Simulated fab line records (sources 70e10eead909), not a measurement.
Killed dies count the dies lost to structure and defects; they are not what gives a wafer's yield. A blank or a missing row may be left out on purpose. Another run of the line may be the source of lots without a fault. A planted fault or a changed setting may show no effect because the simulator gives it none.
Struck lot and sound lot, side by side    flow nand_harc    14 out of 1302 route steps
Sound: wafers L917.3, L917.4, L917.6. Wafers struck: L919.1, L919.3, L919.4. The cause is given at the end.
Order at every step that has rows: each side's tool, ch and its chambers, its first start. Under that, the readings that differ: sound wafers    struck wafers    difference of the means    sigmas: that difference in standard deviations of wafers without a fault.
alike: words and numbers the same on both sides, and readings whose means are apart by under 2 such deviations; not compared: readings that were withheld, readings missing a value for some wafer, numbers with overlapping values and no deviation given by the record, and bounds like >300 which may hide the same value.
Wherever a step has rows on one side only, a row that says differs or no value, or a row with sigmas, the two part there. Non-overlapping numbers with no deviation appear without sigmas and do not part them. A reading that every wafer of one side lacks parts them only if that side has two wafers or more.

NHARC_P_GATE_RTA_64: time 1 s.
  sound on rtp_anneal-02 ch 0, day 10 16:10; struck on rtp_anneal-01 ch 0, day 11 19:26
reading             sound           struck          difference  sigmas
lamp_power_pct (%)  31.1 31.1 31.1  31.9 31.8 31.8  +0.7        +2
  alike: lamp_zone_7_pct, wafer_temp_C_max
then, 5 steps without rows for these wafers: NHARC_P_GATE_ETCH_77 (etches SiO2 in dHF, target depth 6 nm); NHARC_P_GATE_DEGAS_109 (time 60 s); NHARC_P_GATE_PRE_CLEAN_110 (time 30 s); NHARC_P_GATE_SPUTTER_78 (material Ni, target thk 10 nm); NHARC_P_GATE_SPUTTER_79 (material TiN, target thk 10 nm).
NHARC_P_GATE_RTA_80: time 30 s.
  sound on rtp_anneal-02 ch 0, day 10 16:46; struck on rtp_anneal-01 ch 0, day 11 20:02
  alike: wafer_temp_C_max
then, 1 step without rows for these wafers: NHARC_P_GATE_STRIP_67 (strips in SPM, time 600 s).
NHARC_P_GATE_RTA_82: time 30 s.
  sound on rtp_anneal-01 ch 0, day 10 17:14; struck on rtp_anneal-01 ch 0, day 11 20:29
  alike: lamp_power_pct, lamp_zone_7_pct, wafer_temp_C_max
NHARC_P_GATE_INSPECT_68:
  sound on defect_inspect-02, day 10 17:23; struck on defect_inspect-01, day 11 20:41
  alike: raw_defect_count
NHARC_P_CONTACT_DEP_30: deposits SiNx, target thk 30 nm.
  sound on pecvd-03 ch 0,2, day 10 17:26; struck on pecvd-04 ch 0,1,2, day 11 20:47
  alike: heater_power_w
NHARC_P_CONTACT_DEP_00: deposits SiO2, target thk 500 nm.
  sound: pecvd-03 ch 0,2; struck: pecvd-04 ch 0,1,2
  alike: heater_power_w, throttle_valve_pct
NHARC_P_CONTACT_CMP_01: polishes SiO2, target thk 200 nm.
  sound on cmp-03 ch 0,2,3, day 10 18:13; struck on cmp-02 ch 0,2,3, day 11 21:28
  no value came back on the struck wafers for edge_zone_pressure_frac, motor_current_A (A), slurry_filter_dp_kPa (kPa); on the sound wafers edge_zone_pressure_frac reads 1.009 0.999 0.996
-- jump in the record: it breaks off in module P_CONTACT and resumes in module END (first step shown: number 1302 of the route), and 19 days separate the struck wafers' starts before and after --
NHARC_END_SORT_01:
  only the struck wafers appear in the record here, on prober-01 ch 0 at day 31 04:26; the sound ones have no rows

WHERE THEY PART
At NHARC_P_GATE_RTA_64 first; at NHARC_END_SORT_01 last (within this record only).

WHY: the cause the simulator had injected
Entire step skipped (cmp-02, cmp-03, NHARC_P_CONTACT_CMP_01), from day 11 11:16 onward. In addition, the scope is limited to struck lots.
